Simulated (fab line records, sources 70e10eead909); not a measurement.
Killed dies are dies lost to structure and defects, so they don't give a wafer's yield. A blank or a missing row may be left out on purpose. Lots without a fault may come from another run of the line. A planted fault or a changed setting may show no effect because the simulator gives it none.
Chamber matching | flow nand_harc | NHARC_A_STAIRCASE_ETCHBACK_422 on rie_diel-03: 4 sister chambers
The step etches the open film in CH3F/O2, target depth 40 nm, time 74.286 s. 4 wafers are shown with their chamber, then 9 later ones without.

WAFERS WITH THEIR CHAMBER
wafer  | chamber | showerhead_plenum_p_Torr (Torr)
L087.2 | 3       | 2.51
L087.6 | 1       | 2.61
L087.1 | 0       | 2.49
L087.5 | 2       | 2.49

WAFERS WITHOUT THEIR CHAMBER
wafer  | showerhead_plenum_p_Torr (Torr)
L095.1 | 2.48
L095.2 | 2.61
L095.3 | 2.50
L093.1 | 2.50
L093.3 | 2.60
L093.4 | 2.48
L096.2 | 2.48
L096.5 | 2.60
L096.6 | 2.48

WHICH CHAMBER EACH WENT THROUGH
wafer  | from the rows above          | in truth
L095.1 | can't be placed: 0 or 2      | 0
L095.2 | 1                            | 1
L095.3 | can't be placed: 0 or 2 or 3 | 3
L093.1 | can't be placed: 0 or 2 or 3 | 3
L093.3 | 1                            | 1
L093.4 | can't be placed: 0 or 2      | 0
L096.2 | can't be placed: 0 or 2      | 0
L096.5 | 1                            | 1
L096.6 | can't be placed: 0 or 2      | 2
Placed correctly: 3 of 9. Can't be placed from these rows: 6 (the true chamber is among the candidates in 6). Placed wrongly: 0.
How it was worked out, from the rows above alone: a wafer's distance from a chamber is the root of the sum, over the readings, of the square of ((its reading less the chamber's mean) divided by the reading's scatter). The wafer belongs to the nearest chamber; if the next one is less than 2 further off, it can't be placed. A chamber's mean is the mean of its shown wafers. The scatter: with one shown wafer a chamber, the root of the mean of the squares of how far each hidden wafer lies from its nearest shown one.
